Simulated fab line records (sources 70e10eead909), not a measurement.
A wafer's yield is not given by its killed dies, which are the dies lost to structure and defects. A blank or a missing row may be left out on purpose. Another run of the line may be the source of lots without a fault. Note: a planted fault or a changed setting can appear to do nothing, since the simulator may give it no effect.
fab line records | flow nand_harc
record lots=12 | wafers=36 | last_day=25
route steps=1159 shown A_CONTACT@940 END@1159
lots with no fault: from the same line, run without faults
start_h: start of the lot's first displayed wafer, in hours after the record's first day | wait_h: hours since the lot's step before | " as in the row above | L1.1+2: a row that stands for several wafers | - no value, or no start given | * or withheld: withheld | < > ~ a bound
route shown NAME@n: a module of which the file shows steps, and the number in the route of the first | usual: mean and standard deviation over wafers with no fault | same: alike in all rows | chamber/n: place in a boat | sites: per-site readings | _std_site: the standard deviation of these | _edge_site: the outer-site mean with the inner-site mean subtracted | radius_mm: how far each site lies from the wafer's centre | mask NAME#n: copy n | behind: the most recent tool/chamber to have shaped the wafer | hold: the reason the lot was held/the length of the hold in hours/how it ended | device: which transistor (n, p or np) failed to switch | end of line: the tests these same wafers got at the end of their route | a step with no rows: only its recipe | killed: dies lost to structure and defects at the first sort, not the wafer's yield | map: a wafer's dies, x killed, . not, _ none there
set.NAME: setting as actually run; set.NAME@STEP: the setting as run at that earlier step | model.NAME: the simulator's own value behind a step, which no gauge read
one table for each step of the route and one row for each wafer, over a sample of lots
services: a tool's chamber out of use, with start hour (start_h, from the record's first day; less than 0 if before it), hours out, and reason
## steps
# step NHARC_A_CONTACT_ETCH_89
# recipe target_depth_a=2600 | over_etch_frac=0.3 | time_s=475.3 | ion_energy_ev=200 | n2_flow_sccm=150 | h2_flow_sccm=150 | ar_flow_sccm=0 | rf_w=400 | bias_w=150 | chemistry=N2/H2
# usual drypump_motor_current_A=5.7/0.47 | oes_product_au=1.002/0.014 | rf_vpp_V=429.1/2.6 | showerhead_plenum_p_Torr=1.98/0.09 | throttle_valve_pct=14.171/0.0099
lot.wafer | tool        | chamber | start_h | wait_h | drypump_motor_current_A | oes_product_au | rf_hours_counter_h | rf_vpp_V | showerhead_plenum_p_Torr | throttle_valve_pct
L905.3    | rie_diel-05 | 3       | -       | -      | 5.5                     | 1.013          | 7                  | 428.3    | 1.95                     | 14.176
L905.4    | "           | 1       | "       | "      | 5.4                     | 0.998          | 7                  | 428.2    | 1.97                     | 14.175
L905.2    | "           | 2       | "       | "      | 5.6                     | 0.984          | 7                  | 427.9    | 1.95                     | 14.182
L908.3    | rie_diel-11 | 1       | -       | -      | 5.0                     | 0.988          | 7                  | 425.4    | 1.91                     | 14.173
L908.1    | "           | 2       | "       | "      | 5.1                     | 0.996          | 6                  | 429.7    | 1.94                     | 14.184
L908.5    | "           | 3       | "       | "      | 5.5                     | 1.002          | -                  | 427.8    | 1.92                     | 14.180
L907.3    | rie_diel-07 | 2       | -       | -      | 6.7                     | 0.997          | 54                 | 430.0    | 2.00                     | 14.169
L907.1    | "           | 1       | "       | "      | 6.4                     | 0.986          | 56                 | 429.4    | 2.10                     | 14.164
L907.6    | "           | 2       | "       | "      | 6.8                     | 0.992          | -                  | 429.1    | 2.00                     | 14.185
L911.2    | rie_diel-05 | 3       | -       | -      | 5.5                     | 1.018          | 14                 | 428.1    | 1.95                     | 14.163
L911.5    | "           | 0       | "       | "      | 5.6                     | 0.999          | -                  | 425.3    | 1.90                     | 14.170
L911.6    | "           | 3       | "       | "      | 5.5                     | 1.013          | -                  | 427.2    | 1.95                     | 14.165
L913.1    | rie_diel-11 | 3       | -       | -      | 5.5                     | 1.016          | 22                 | 427.4    | 1.92                     | 14.171
L913.2    | "           | 0       | "       | "      | 6.0                     | 0.990          | 21                 | 431.5    | 2.07                     | 14.167
L913.6    | "           | 0       | "       | "      | 6.0                     | 0.993          | -                  | 433.5    | 2.07                     | 14.163
L915.1    | rie_diel-05 | 1       | -       | -      | 5.4                     | 1.001          | 18                 | 428.1    | 1.96                     | 14.179
L915.6    | "           | 0       | "       | "      | 5.6                     | 1.012          | -                  | 425.8    | 1.90                     | 14.171
L915.5    | "           | 1       | "       | "      | 5.3                     | 0.996          | -                  | 428.9    | 1.97                     | 14.169
L917.3    | rie_diel-05 | 3       | -       | -      | 5.5                     | 1.027          | 23                 | 429.1    | 1.95                     | 14.169
L917.4    | "           | 0       | "       | "      | 5.6                     | 1.005          | 24                 | 425.9    | 1.90                     | 14.179
L917.6    | "           | 2       | "       | "      | 5.6                     | 0.999          | -                  | 427.6    | 1.95                     | 14.157
L921.1    | rie_diel-07 | 1       | -       | -      | 6.3                     | 1.011          | 26                 | 433.0    | 2.09                     | 14.172
L921.4    | "           | 2       | "       | "      | 6.8                     | 0.984          | 29                 | 430.9    | 1.98                     | 14.164
L921.3    | "           | 3       | "       | "      | 5.4                     | 0.996          | 27                 | 434.1    | 2.17                     | 14.177
L923.2    | rie_diel-05 | 0       | -       | -      | 5.6                     | 1.013          | 31                 | 427.0    | 1.90                     | 14.188
L923.1    | "           | 3       | "       | "      | 5.5                     | 1.027          | 31                 | 427.4    | 1.94                     | 14.175
L923.5    | "           | 3       | "       | "      | 5.5                     | 1.016          | -                  | 429.0    | 1.94                     | 14.186
L925.3    | rie_diel-07 | 2       | -       | -      | 6.7                     | 0.997          | 36                 | 429.1    | 1.98                     | 14.184
L925.1    | "           | 3       | "       | "      | 5.4                     | 1.002          | 34                 | 433.2    | 2.16                     | 14.156
L925.5    | "           | 3       | "       | "      | 5.4                     | 1.002          | -                  | 435.8    | 2.16                     | 14.173
L926.4    | rie_diel-05 | 0       | -       | -      | 5.6                     | 1.004          | 34                 | 425.3    | 1.90                     | 14.164
L926.2    | "           | 2       | "       | "      | 5.6                     | 0.997          | 33                 | 428.8    | 1.94                     | 14.157
L926.6    | "           | 3       | "       | "      | 5.5                     | 1.043          | -                  | 428.6    | 1.94                     | 14.167
L924.4    | rie_diel-11 | 0       | -       | -      | 6.0                     | 1.006          | 51                 | 431.9    | 2.06                     | 14.163
L924.2    | "           | 1       | "       | "      | 5.1                     | 0.988          | 52                 | 427.5    | 1.89                     | 14.193
L924.5    | "           | 1       | "       | "      | 5.0                     | 0.988          | -                  | 426.8    | 1.89                     | 14.173
# step NHARC_A_CONTACT_ETCH_31
# recipe target_depth_a=20000 | over_etch_frac=0.3 | time_s=520 | ion_energy_ev=150 | o2_flow_sccm=400 | cos_flow_sccm=20 | ar_flow_sccm=0 | rf_w=500 | bias_w=300 | chemistry=O2/COS
# usual drypump_motor_current_A=5.7/0.47 | o2_flow_sccm=400.2/1.3 | oes_product_au=1.004/0.014 | rf_vpp_V=313.2/2 | showerhead_plenum_p_Torr=3.05/0.13 | throttle_valve_pct=28.331/0.0091
lot.wafer | tool        | chamber | start_h | wait_h | drypump_motor_current_A | o2_flow_sccm | oes_product_au | rf_hours_counter_h | rf_vpp_V | showerhead_plenum_p_Torr | throttle_valve_pct
L905.4    | rie_diel-05 | 1       | -       | -      | 5.4                     | 401.5        | 0.986          | 7                  | 312.1    | 3.02                     | 28.317
L905.3    | "           | 3       | "       | "      | 5.5                     | 401.1        | 1.020          | 7                  | 311.4    | 3.00                     | 28.325
L905.2    | "           | 0       | "       | "      | 5.6                     | 398.6        | 1.004          | 7                  | 313.1    | 2.93                     | 28.321
L908.3    | rie_diel-11 | 3       | -       | -      | 5.5                     | 401.0        | 1.009          | 6                  | 311.4    | 2.96                     | 28.350
L908.1    | "           | 1       | "       | "      | 5.1                     | 400.9        | 1.008          | 8                  | 311.3    | 2.93                     | 28.348
L908.5    | "           | 0       | "       | "      | 6.0                     | 399.3        | 1.017          | -                  | 315.3    | 3.17                     | 28.338
L907.1    | rie_diel-07 | 3       | -       | -      | 5.4                     | 402.1        | 1.000          | 61                 | 316.5    | 3.31                     | 28.329
L907.3    | "           | 0       | "       | "      | 5.3                     | 401.4        | 1.027          | 57                 | 310.6    | 2.90                     | 28.321
L907.6    | "           | 3       | "       | "      | 5.4                     | 402.0        | 0.989          | -                  | 317.4    | 3.31                     | 28.329
L911.2    | rie_diel-05 | 2       | -       | -      | 5.6                     | 401.9        | 0.977          | 16                 | 312.6    | 3.00                     | 28.332
L911.5    | "           | 3       | "       | "      | 5.5                     | 402.1        | 1.009          | -                  | 312.2    | 2.99                     | 28.339
L911.6    | "           | 0       | "       | "      | 5.6                     | 399.5        | 1.005          | -                  | 312.7    | 2.93                     | 28.334
L913.2    | rie_diel-11 | 3       | -       | -      | 5.5                     | 400.5        | 1.004          | 22                 | 311.0    | 2.95                     | 28.334
L913.1    | "           | 0       | "       | "      | 6.0                     | 399.1        | 0.992          | 22                 | 313.3    | 3.16                     | 28.323
L913.6    | "           | 3       | "       | "      | 5.5                     | 401.2        | 1.020          | -                  | 311.6    | 2.95                     | 28.314
L915.1    | rie_diel-05 | 2       | -       | -      | 5.6                     | 401.5        | 0.975          | 21                 | 313.3    | 2.99                     | 28.336
L915.6    | "           | 2       | "       | "      | 5.6                     | 401.7        | 0.995          | -                  | 313.0    | 2.99                     | 28.329
L915.5    | "           | 3       | "       | "      | 5.5                     | 399.0        | 1.012          | -                  | 311.1    | 2.99                     | 28.340
L917.3    | rie_diel-05 | 3       | -       | -      | 5.5                     | 402.4        | 1.015          | 24                 | 311.7    | 2.99                     | 28.319
L917.4    | "           | 1       | "       | "      | 5.4                     | 398.8        | 1.001          | 22                 | 312.4    | 3.02                     | 28.331
L917.6    | "           | 0       | "       | "      | 5.6                     | 402.3        | 1.007          | -                  | 312.1    | 2.92                     | 28.318
L921.4    | rie_diel-07 | 3       | -       | -      | 5.4                     | 402.5        | 0.992          | 27                 | 318.1    | 3.30                     | 28.336
L921.3    | "           | 1       | "       | "      | 6.4                     | 399.8        | 1.022          | 26                 | 313.8    | 3.19                     | 28.338
L921.1    | "           | 2       | "       | "      | 6.8                     | 400.6        | 0.996          | 30                 | 312.8    | 3.04                     | 28.332
L923.1    | rie_diel-05 | 3       | -       | -      | 5.5                     | 400.1        | 1.020          | 31                 | 312.1    | 2.99                     | 28.339
L923.2    | "           | 0       | "       | "      | 5.6                     | 400.6        | 1.002          | 32                 | 311.8    | 2.92                     | 28.333
L923.5    | "           | 3       | "       | "      | 5.5                     | 399.4        | 1.026          | -                  | 311.2    | 2.99                     | 28.307
L925.3    | rie_diel-07 | 1       | -       | -      | 6.4                     | 400.7        | 1.013          | 32                 | 315.9    | 3.19                     | 28.318
L925.1    | "           | 2       | "       | "      | 6.8                     | 401.0        | 0.994          | 36                 | 314.8    | 3.04                     | 28.341
L925.5    | "           | 2       | "       | "      | 6.8                     | 400.7        | 0.992          | -                  | 313.3    | 3.04                     | 28.334
L926.4    | rie_diel-07 | 1       | 518.93  | -      | 6.3                     | 399.7        | 1.031          | 33                 | 314.7    | 3.18                     | 28.343
L926.2    | "           | 2       | "       | "      | 6.7                     | 397.6        | 0.997          | 38                 | 313.6    | 3.04                     | 28.350
L926.6    | "           | 2       | "       | "      | 6.8                     | 397.6        | 0.994          | -                  | 312.2    | 3.04                     | 28.348
L924.2    | rie_diel-11 | 3       | -       | -      | 5.5                     | 398.8        | 0.995          | 51                 | 312.2    | 2.94                     | 28.326
L924.4    | "           | 1       | "       | "      | 5.1                     | 400.4        | 0.983          | 52                 | 310.7    | 2.91                     | 28.335
L924.5    | "           | 3       | "       | "      | 5.5                     | 400.6        | 0.989          | -                  | 312.4    | 2.94                     | 28.336
# step NHARC_A_CONTACT_ETCH_134
# recipe source_w=withheld | pressure_mtorr=20 | bias_v=withheld | time_s=140 | target_depth_a=7000 | ar_flow_sccm=withheld | c4f8_flow_sccm=withheld | o2_flow_sccm=withheld | chemistry=C4F8/O2/Ar
lot.wafer | tool            | chamber | start_h | wait_h | rf_hours_counter_h
L905.2    | har_cap_etch-02 | 0       | 376.30  | -      | 10
L905.4    | "               | 0       | "       | "      | -
L905.3    | "               | 1       | "       | "      | -
L908.1    | har_cap_etch-02 | 0       | 397.77  | -      | 16
L908.3    | "               | 1       | "       | "      | -
L908.5    | "               | 1       | "       | "      | -
L907.1    | har_cap_etch-01 | 0       | 401.58  | -      | 62
L907.3    | "               | 1       | "       | "      | -
L907.6    | "               | 1       | "       | "      | -
L911.2    | har_cap_etch-02 | 0       | 411.32  | -      | 17
L911.6    | "               | 0       | "       | "      | -
L911.5    | "               | 1       | "       | "      | -
L913.1    | har_cap_etch-01 | 0       | 436.21  | -      | 67
L913.2    | "               | 1       | "       | "      | 67
L913.6    | "               | 1       | "       | "      | -
L915.1    | har_cap_etch-03 | 0       | 446.56  | -      | 95
L915.6    | "               | 1       | "       | "      | -
L915.5    | "               | 0       | "       | "      | -
L917.4    | har_cap_etch-02 | 0       | 468.62  | -      | -
L917.3    | "               | 1       | "       | "      | -
L917.6    | "               | 0       | "       | "      | -
L921.1    | har_cap_etch-02 | 0       | 501.49  | -      | 30
L921.3    | "               | 0       | "       | "      | -
L921.4    | "               | 1       | "       | "      | -
L923.2    | har_cap_etch-02 | 1       | 507.40  | -      | 31
L923.1    | "               | 0       | "       | "      | 31
L923.5    | "               | 1       | "       | "      | -
L925.1    | har_cap_etch-02 | 0       | 516.16  | -      | 33
L925.3    | "               | 1       | "       | "      | -
L925.5    | "               | 0       | "       | "      | -
L926.2    | har_cap_etch-02 | 1       | 519.32  | -      | 34
L926.4    | "               | 0       | "       | "      | -
L926.6    | "               | 1       | "       | "      | -
L924.2    | har_cap_etch-02 | 0       | 527.50  | -      | 36
L924.4    | "               | 0       | "       | "      | -
L924.5    | "               | 1       | "       | "      | -
# step NHARC_A_CONTACT_ALD_18
# recipe target_thk_a=30 | pulse_time_s=1 | ald_cycles=150 | temp_c=450 | material=TiN
# usual ald_cycles=150/0 | heater_power_w=1071/140 | precursor_pulse_height_rel=1.003/0.02
lot.wafer | tool         | chamber | start_h | wait_h | ald_cycles | heater_power_w | precursor_pulse_height_rel
L905.2    | ald_metal-02 | 1       | 378.56  | -      | 150        | 1178           | 0.998
L905.4    | "            | 2       | "       | "      | 150        | 933            | 1.000
L905.3    | "            | 0       | "       | "      | 150        | 1080           | 1.033
L908.3    | ald_metal-04 | 1       | 400.01  | -      | 150        | 1263           | 0.992
L908.1    | "            | 2       | "       | "      | 150        | 1140           | 1.034
L908.5    | "            | 1       | "       | "      | 150        | 1283           | 1.046
L907.1    | ald_metal-02 | 3       | 403.97  | -      | 150        | 895            | 1.007
L907.3    | "            | 0       | "       | "      | 150        | 1095           | 0.980
L907.6    | "            | 2       | "       | "      | 150        | 952            | 0.993
L911.2    | ald_metal-01 | 0       | 413.60  | -      | 150        | 991            | 1.003
L911.6    | "            | 0       | "       | "      | 150        | 987            | 0.989
L911.5    | "            | 1       | "       | "      | 150        | 860            | 0.988
L913.2    | ald_metal-04 | 2       | 438.82  | -      | 150        | 1144           | 0.958
L913.1    | "            | 3       | "       | "      | 150        | 1141           | 0.945
L913.6    | "            | 0       | "       | "      | 150        | 1327           | 1.008
L915.1    | ald_metal-02 | 1       | 450.43  | -      | 150        | 1163           | 1.030
L915.6    | "            | 3       | "       | "      | 150        | 944            | 1.004
L915.5    | "            | 0       | "       | "      | 150        | 1092           | 0.977
L917.4    | ald_metal-04 | 1       | 470.92  | -      | 150        | 1288           | 0.986
L917.3    | "            | 2       | "       | "      | 150        | 1141           | 1.015
L917.6    | "            | 3       | "       | "      | 150        | 1145           | 1.039
L921.1    | ald_metal-02 | 3       | 504.12  | -      | 150        | 936            | 1.006
L921.4    | "            | 0       | "       | "      | 70         | 1075           | 0.998
L921.3    | "            | 2       | "       | "      | 150        | 894            | 0.983
L923.2    | ald_metal-02 | 0       | 509.70  | -      | 70         | 1106           | 1.019
L923.1    | "            | 1       | "       | "      | 150        | 1194           | 1.023
L923.5    | "            | 0       | "       | "      | 70         | 1052           | 1.053
L925.3    | ald_metal-01 | 1       | 518.40  | -      | 150        | 907            | 1.014
L925.1    | "            | 3       | "       | "      | 150        | 1204           | 1.009
L925.5    | "            | 0       | "       | "      | 150        | 1020           | 0.991
L926.2    | ald_metal-04 | 2       | 521.88  | -      | 150        | 1102           | 1.014
L926.4    | "            | 3       | "       | "      | 150        | 1150           | 1.020
L926.6    | "            | 0       | "       | "      | 150        | 1274           | 0.975
L924.2    | ald_metal-04 | 1       | 530.01  | -      | 150        | 1256           | 0.981
L924.4    | "            | 0       | "       | "      | 150        | 1291           | 1.013
L924.5    | "            | 2       | "       | "      | 150        | 1136           | 1.035
# step NHARC_END_SORT_01
# recipe temp_c=25
# usual killed_at_array=28/11 | killed_at_other=0.7/0.88 | killed_at_periphery=3.1/2.2 | killed_dies=31/12 | killed_open=3.3/2 | killed_short=2.0/1.6
# same gross_dies=677
lot.wafer | tool      | chamber | start_h | wait_h | killed_at_array | killed_at_other | killed_at_periphery | killed_dies | killed_open | killed_short
L905.2    | prober-02 | 0       | 444.26  | 2.8    | 33              | 3               | 3                   | 39          | 3           | 3
L905.3    | prober-02 | 0       | 445.07  | 3.1    | 23              | 2               | 2                   | 27          | 4           | 1
L905.4    | prober-02 | 0       | 445.88  | 3.4    | 16              | 2               | 4                   | 22          | 1           | 0
L915.1    | prober-02 | 0       | 506.44  | 2.5    | 44              | 1               | 2                   | 47          | 5           | 1
L915.5    | prober-02 | 0       | 509.70  | 3.8    | 33              | 1               | 1                   | 35          | 1           | 1
L915.6    | prober-02 | 0       | 510.52  | 4.1    | 40              | 0               | 2                   | 42          | 3           | 0
L921.1    | prober-01 | 0       | 570.05  | 2.5    | 42              | 1               | 6                   | 49          | 5           | 4
L921.3    | prober-01 | 0       | 571.68  | 3.1    | 43              | 0               | 4                   | 47          | 6           | 2
L921.4    | prober-01 | 0       | 572.49  | 3.4    | 676             | 1               | 0                   | 677         | 0           | 2
L923.1    | prober-02 | 0       | 570.05  | 2.5    | 11              | 0               | 10                  | 21          | 4           | 3
L923.2    | prober-02 | 0       | 570.86  | 2.8    | 674             | 0               | 3                   | 677         | 7           | 1
L923.5    | prober-02 | 0       | 573.26  | 3.7    | 677             | 0               | 0                   | 677         | 4           | 1
# killed by level:class
L905.2 A_CHANNEL_HOLE_D1:chamber_film_flake=12 A_SLIT:chamber_film_flake=7 A_STAIRCASE:chamber_film_flake=6 A_CONTACT:chamber_film_flake=2 THIN_TSV:chamber_film_flake=2 P_M1:geometric_particle:short=1 A_ONON_D1:geometric_particle:open=1 A_CHANNEL_HOLE_D1:geometric_particle:short=1
L905.3 A_CHANNEL_HOLE_D1:chamber_film_flake=9 A_SLIT:chamber_film_flake=5 A_CONTACT:chamber_film_flake=4 A_CONTACT:geometric_particle:open=2 THIN_TSV:chamber_film_flake=2 P_CONTACT:geometric_particle:open=1 P_M0:geometric_particle:short=1 A_SOURCE_PLATE:geometric_particle:open=1
L905.4 A_CHANNEL_HOLE_D1:chamber_film_flake=7 A_SLIT:chamber_film_flake=4 A_CONTACT:chamber_film_flake=3 P_GATE:chamber_film_flake=2 A_STAIRCASE:chamber_film_flake=2 THIN_TSV:chamber_film_flake=2 P_M0:geometric_particle:open=1 P_STI:chamber_film_flake=1
L915.1 A_CHANNEL_HOLE_D1:chamber_film_flake=16 A_SLIT:chamber_film_flake=13 A_CONTACT:chamber_film_flake=4 A_WL_FILL:geometric_particle:open=3 A_STAIRCASE:chamber_film_flake=2 A_M1:chamber_film_flake=2 A_WL_FILL:chamber_film_flake=2 P_GATE:geometric_particle:open=1
L915.5 A_CHANNEL_HOLE_D1:chamber_film_flake=13 A_SLIT:chamber_film_flake=8 A_STAIRCASE:chamber_film_flake=5 A_CHANNEL_FILL_D1:chamber_film_flake=2 A_WL_FILL:chamber_film_flake=2 A_BLC:geometric_particle:short=1 A_BONDPAD:geometric_particle:open=1 P_GATE:chamber_film_flake=1
L915.6 A_SLIT:chamber_film_flake=15 A_CHANNEL_HOLE_D1:chamber_film_flake=14 A_STAIRCASE:chamber_film_flake=5 A_CONTACT:chamber_film_flake=2 A_M1:chamber_film_flake=2 P_M0:geometric_particle:open=1 A_SOURCE_PLATE:geometric_particle:open=1 A_WL_FILL:geometric_particle:open=1
L921.1 A_SLIT:chamber_film_flake=16 A_CHANNEL_HOLE_D1:chamber_film_flake=8 A_STAIRCASE:chamber_film_flake=4 A_WL_FILL:chamber_film_flake=3 A_CONTACT:chamber_film_flake=3 A_WL_FILL:geometric_particle:short=2 P_GATE:chamber_film_flake=2 P_M0:chamber_film_flake=2
L923.1 P_STI:chamber_film_flake=5 A_CHANNEL_HOLE_D1:chamber_film_flake=5 P_CONTACT:geometric_particle:open=1 P_M0:geometric_particle:open=1 A_CHANNEL_FILL_D1:geometric_particle:short=1 A_CHANNEL_FILL_D1:geometric_particle:open=1 A_SGD_CUT:geometric_particle:short=1 A_M0:geometric_particle:short=1
L923.2 A_CONTACT:area_ald=662 A_CHANNEL_FILL_D1:geometric_particle:open=3 A_ONON_D1:geometric_particle:open=2 P_ZERO_WELL:chamber_film_flake=2 A_CHANNEL_HOLE_D1:chamber_film_flake=2 A_CONTACT:chamber_film_flake=2 P_M0:geometric_particle:short=1 A_STAIRCASE:geometric_particle:open=1
L921.3 A_CHANNEL_HOLE_D1:chamber_film_flake=15 A_SLIT:chamber_film_flake=12 A_STAIRCASE:chamber_film_flake=4 A_WL_FILL:chamber_film_flake=4 A_CONTACT:geometric_particle:open=3 P_M0:geometric_particle:open=2 A_CHANNEL_FILL_D1:geometric_particle:open=1 A_WL_FILL:geometric_particle:short=1
L921.4 A_CONTACT:area_ald=635 A_CHANNEL_HOLE_D1:chamber_film_flake=18 A_SLIT:chamber_film_flake=16 A_STAIRCASE:chamber_film_flake=2 A_CONTACT:chamber_film_flake=2 A_ONON_D1:geometric_particle:short=1 A_CONTACT:geometric_particle:short=1 A_BONDPAD:chamber_film_flake=1
L923.5 A_CONTACT:area_ald=664 A_CHANNEL_HOLE_D1:chamber_film_flake=5 A_CONTACT:geometric_particle:open=3 A_ONON_D1:geometric_particle:open=1 A_STAIRCASE:geometric_particle:short=1 A_STAIRCASE:chamber_film_flake=1 A_SLIT:chamber_film_flake=1 A_WL_FILL:chamber_film_flake=1
## services
tool         | chamber | start_h | hours | kind
ald_metal-01 | 2       | 359.99  | 1.8   | repair
ald_metal-02 | -       | 364.82  | 10.0  | pm
rie_diel-11  | -       | 369.76  | 9.0   | pm
ald_metal-04 | -       | 374.14  | 1.5   | repair
rie_diel-05  | 0       | 375.21  | -     | clean
rie_diel-05  | 1       | 375.21  | -     | clean
rie_diel-05  | 2       | 375.21  | -     | clean
rie_diel-05  | 3       | 375.21  | -     | clean
ald_metal-04 | -       | 387.57  | 6.2   | repair
ald_metal-01 | 3       | 394.95  | 22.3  | repair
rie_diel-05  | 0       | 399.71  | -     | clean
rie_diel-05  | 1       | 402.40  | 9.1   | repair
rie_diel-05  | 3       | 404.23  | 2.5   | repair
rie_diel-07  | -       | 405.52  | 9.0   | pm
ald_metal-04 | -       | 406.00  | 10.0  | pm
ald_metal-01 | -       | 428.66  | 0.7   | repair
ald_metal-02 | -       | 429.70  | 1.8   | repair
ald_metal-04 | 3       | 440.69  | 9.7   | repair
ald_metal-01 | -       | 458.00  | 10.0  | pm
rie_diel-07  | 3       | 470.36  | 5.2   | repair
rie_diel-05  | 2       | 490.41  | 3.5   | repair
rie_diel-05  | 1       | 500.95  | 8.1   | repair
rie_diel-05  | -       | 518.63  | 9.0   | pm
rie_diel-07  | 3       | 526.22  | 4.6   | repair
## key
first_sign step=NHARC_A_CONTACT_ALD_18 | reading=ald_cycles | direction=down | sigmas=99+ | usual=150 | struck=70
effect step=NHARC_END_SORT_01 | reading=killed_at_array | direction=up | sigmas=57 | usual=28 | struck=676
more_kills_born_at NHARC_A_CONTACT_ALD_18@ald_metal-02=1961
met_at NHARC_A_CONTACT_ALD_18
struck_lots L921,L923
struck_wafers L921.4,L923.2,L923.5
later_rows_left_out L921.4,L923.2,L923.5
tester_left_out L921,L923
not_acting_at NHARC_A_CONTACT_ETCH_89,NHARC_A_CONTACT_ETCH_31,NHARC_A_CONTACT_ETCH_134
onset_between 450.43 504.12
fault kind=process_parameter_drift | tool=ald_metal-02 | chamber=0 | onset_h=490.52 | steps=NHARC_A_CONTACT_ALD_18 | channel=ald_cycles | offset=-80 | shape=step | end_h=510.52 | acts_in=these_recipes_only | stated=150
# tester_left_out: of these lots the tester's yield and bins aren't shown, on N5 and GAA mostly nor the transistor test; their killed dies are dies lost to structure and defects alone, not to doping, threshold or leakage, so they don't give the yield
# later_rows_left_out: the simulator's readings of these wafers behind a module that went badly wrong aren't trusted and aren't shown, but for the sort
